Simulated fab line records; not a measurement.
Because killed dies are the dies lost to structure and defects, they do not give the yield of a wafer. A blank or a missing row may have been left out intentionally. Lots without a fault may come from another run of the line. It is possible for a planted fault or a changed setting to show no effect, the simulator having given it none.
8D (eight disciplines) problem report, filled in by code / flow n5-finfet / the parts of the form that need people (team, actions taken, sign-off) are left out

## 1. WHAT WENT WRONG
Mean of exposure-dose-mJ-cm2 at N5_GATE_CUT_EXPOSE_10: 44.53 across 12 wafers in 4 lots; on wafers with no fault it is 43.15 (standard deviation 0.052). Relative to the usual mean, that is a shift of +27 standard deviations.
The step: exposes mask GATE CUT, target cd 20 nm.
First observed at day 9 04:50: wafer L125.4, on euv-scanner-01. At this step, 48 wafers from 16 lots have a number in the record. Rule for "out" (also "out of limits"): further than 4 standard deviations from the usual mean. All remaining wafers that have a number are taken as sound.

## 2. WHAT THIS IS AND IS NOT
question=which readings at this step | is=exposure-dose-mJ-cm2 | is not=reticle-temp-C
question=which lots | is=L125, L126, L127, L128 | is not=L108, L109, L110, L111, L114, L115, L118, L119, L120, L122, L124, L130
question=which wafers of those lots | is=all that have a number | is not=-
question=read on which tools | is=euv-scanner-01 | is not=euv-scanner-02
question=when | is=from day 9 04:50 | is not=up to then (33 sound wafers); but 3 sound wafers of L130 came after

## 3. SUSPECTS, AND WHAT RULES EACH OUT
Counting: a tool at any process step up to the reading remains a suspect when it ran all the lots that are out and ran no sound lot after the first of those.
- euv-scanner-01 at N5_GATE_CUT_EXPOSE_10 (exposes mask GATE CUT, target cd 20 nm): kept. It ran every lot that is out, first L125 (day 9 04:50), and no sound lot after that; its last sound lot up to then is L124 (day 8 20:20). On those wafers its own readings are out: exposure-dose-mJ-cm2.
Remaining after the count: euv-scanner-01 at N5_GATE_CUT_EXPOSE_10.

## 4. THE CAUSE (what the simulator had put in)
Process parameters drifting: euv-scanner-01 at N5_GATE_CUT_EXPOSE_10, beginning at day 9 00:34. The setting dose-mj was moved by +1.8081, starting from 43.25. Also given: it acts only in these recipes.
After counting, this tool was the only one left.

## 5. THE EFFECT CHAIN, in route order
One row per reading whose mean, taken over the struck wafers that have a number, lies over 3 standard deviations from the usual. Only readings whose record carries a usual standard deviation are examined. hours: median over the lots of the time between each lot's start at the first step of this table that gives one and its start at this step. sigmas: the change, counted in usual standard deviations.
hours=0; step=N5_GATE_CUT_EXPOSE_10; reading=exposure-dose-mJ-cm2; usual=43.15; on struck wafers=44.53; change=+1.38; sigmas=+27
Here are the process steps it includes:
- N5_GATE_CUT_EXPOSE_10: exposes mask GATE CUT, target cd 20 nm.

## 6. HOW IT WOULD HAVE BEEN CAUGHT EARLIER
First out-of-limits reading in this record: day 9 04:50, which is 4 hours after fault onset at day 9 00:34.
